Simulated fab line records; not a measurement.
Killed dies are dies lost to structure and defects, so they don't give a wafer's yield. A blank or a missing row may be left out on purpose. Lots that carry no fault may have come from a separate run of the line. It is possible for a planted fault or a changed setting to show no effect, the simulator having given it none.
Matching of chambers -- flow nand-harc -- NHARC_A_CONTACT_ETCH_91 on rie-diel-11 has 4 sister chambers
The step etches the open film in CH3F/O2, target depth 40 nm, time 85.7 s. 8 wafers are shown with their chamber, then 12 later ones without.

WAFERS PAIRED WITH THEIR CHAMBERS
wafer,chamber,showerhead-plenum-p-Torr (Torr),rf-vpp-V (V)
L081.3,3,2.40,242.2
L083.4,0,2.45,243.7
L086.1,1,2.46,246.4
L086.2,2,2.55,245.0
L086.4,2,2.55,244.9
L085.1,3,2.39,243.7
L085.3,1,2.46,243.5
L085.6,0,2.45,245.9

WAFERS WITHOUT THEIR CHAMBER
wafer,showerhead-plenum-p-Torr (Torr),rf-vpp-V (V)
L090.2,2.39,242.8
L090.4,2.46,245.1
L090.5,2.39,243.4
L093.1,2.46,244.1
L093.3,2.44,244.3
L093.4,2.54,246.0
L096.1,2.54,246.8
L096.2,2.44,242.5
L096.3,2.39,243.6
L097.2,2.54,245.9
L097.4,2.39,243.2
L097.6,2.46,244.5

WHICH CHAMBER EACH ONE RAN IN
wafer,from the rows above,in truth
L090.2,3,3
L090.4,1,1
L090.5,3,3
L093.1,1,1
L093.3,0,0
L093.4,2,2
L096.1,2,2
L096.2,0,0
L096.3,3,3
L097.2,2,2
L097.4,3,3
L097.6,1,1
Correctly placed: 12 of 12. Can't be placed from these rows: 0. 0 placed wrongly.
How it was worked out, from the rows above alone: a wafer's distance from a chamber is the root of the sum, over the readings, of the square of ((its reading less the chamber's mean) divided by the reading's scatter). If the next closest chamber is less than 2 further off than the closest, the wafer can't be placed; otherwise it belongs to the closest. For every chamber, the mean is computed from those of its wafers that are shown. The scatter: take each reading less its chamber's mean, square it, sum over the shown wafers, divide by the number of wafers less the number of chambers, and take the root.
